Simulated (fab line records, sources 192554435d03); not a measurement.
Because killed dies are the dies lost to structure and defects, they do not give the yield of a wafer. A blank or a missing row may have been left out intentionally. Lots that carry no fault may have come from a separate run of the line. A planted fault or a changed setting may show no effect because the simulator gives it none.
A struck lot beside a sound one    flow n5_finfet    15 steps out of a route of 1938
Sound: the wafers L447.2, L447.3, L447.5. Struck: wafer L457.4. (L457.2, L457.6 of the same lot were not struck and are left out.) The cause comes at the end.
For every step that has rows: the tool of each side, followed by ch and its chambers, followed by its first start. Under that, the readings that differ: sound wafers    struck wafers    difference of the means    sigmas: that difference in standard deviations of wafers without a fault.
alike: a reading whose means differ by less than 2 such deviations, as well as words and numbers matching on both sides. not compared: withheld readings; readings where some wafer has no value; bounds like >300 that might hide an equal value; numbers whose values overlap and for which the record gives no deviation.
The two part at a step that has a row with sigmas, a row that says differs or no value, or rows on one side only. Numbers that don't overlap but have no deviation are shown without sigmas and don't part them. A reading missing from all wafers of one side parts the sides only when that side holds two or more wafers.

first, 7 steps without rows for these wafers: N5_BEOL_M8_COAT_60 (time 60 s, resist thk 35 nm); N5_BEOL_M8_COAT_05 (resist thk 90 nm); N5_BEOL_M8_EBR_07; N5_BEOL_M8_SOFTBAKE_06 (time 60 s); N5_BEOL_M8_EXPOSE_08 (exposes mask M8); N5_BEOL_M8_PEB_09 (peb time 60 s); N5_BEOL_M8_DEVELOP_10 (develop time 30 s).
N5_BEOL_M8_CD_MEAS_11: target cd 38.5 nm.
  sound on cd_sem-01 ch 0, day 9 05:02; struck on cd_sem-02 ch 0, day 12 10:22
  alike: cd_nm
N5_BEOL_M8_OVL_MEAS_12:
  sound on overlay-01 ch 0, day 9 05:04; struck on overlay-02 ch 0, day 12 10:24
  alike: M8_OVL
N5_BEOL_M8_INSPECT_13: inspects for defects (brightfield).
  sound on defect_inspect-02 at day 9 05:05; struck on defect_inspect-01 at day 12 10:25
  alike: raw_defect_count
N5_BEOL_M8_DESCUM_16: chemistry O2, time 7.9 s.
  sound on rie_diel-03 ch 1,2,3, day 9 05:07; struck on rie_diel-01 ch 1, day 12 10:28
  alike: drypump_motor_current_A, oes_product_au, rf_vpp_V, showerhead_plenum_p_Torr, throttle_valve_pct
  not compared: rf_hours_counter_h
N5_BEOL_M8_ETCH_61: etches SiARC in CF4, target depth 45.5 nm, time 75.8 s.
  sound on rie_diel-03 ch 1,2,3, day 9 05:10; struck on rie_diel-01 ch 1, day 12 10:29
  alike: bias_w, drypump_motor_current_A, etch_rf_on_time_s, mfc_ar_sccm, oes_product_au, rf_vpp_V, showerhead_plenum_p_Torr, throttle_valve_pct
  not compared: rf_hours_counter_h
N5_BEOL_M8_ETCH_62: etches SOC in N2/H2, target depth 110 nm, overetch 22 nm, time 165 s.
  sound on rie_diel-03 ch 1,2,3, day 9 05:13; struck on rie_diel-01 ch 1, day 12 10:33
reading                                     sound              struck  difference  sigmas
bias_w (W)                                  150.8 149.9 149.6  132.5   -17.6       -36
rf_vpp_V (V)                                524.5 523.8 524.3  486.2   -38.0       -18
model.SiARC_of_BEOL_M8_COAT_60.thk_nm (nm)  28.6 28.8 28.8     29.2    +0.5        
  alike: drypump_motor_current_A, oes_product_au, showerhead_plenum_p_Torr, throttle_valve_pct
  not compared: rf_hours_counter_h
then, 1 step without rows for these wafers: N5_BEOL_M8_STRIP_68 (strips in N2/H2).
-- record jumps: 3 days separate the struck wafers' starts on either side; left off in module BEOL_M8, taken up again in module PASSIVATION, whose first shown step is the route's number 1936 --
N5_PASSIVATION_PROBE_49:
  sound on prober-01 at day 12 08:13; struck on prober-02 at day 15 05:28
  alike: defect_limited_yield, killed_at_M0_to_M3, killed_at_M4_up, killed_at_contacts, killed_at_front_end, killed_at_other, killed_dies, killed_open, killed_short, sort_bin_4_leakage, sort_bin_5_function, sort_bin_6_memory, sort_n_pass, sort_yield_pct

WHERE THEY PART
Within this record, at N5_BEOL_M8_ETCH_62 only. Later steps at which nothing parts them and some readings are alike: N5_PASSIVATION_PROBE_49.

WHY: the cause the simulator had injected
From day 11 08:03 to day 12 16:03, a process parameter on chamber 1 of rie_diel-01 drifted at N5_BEOL_M8_ETCH_62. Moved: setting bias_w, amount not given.
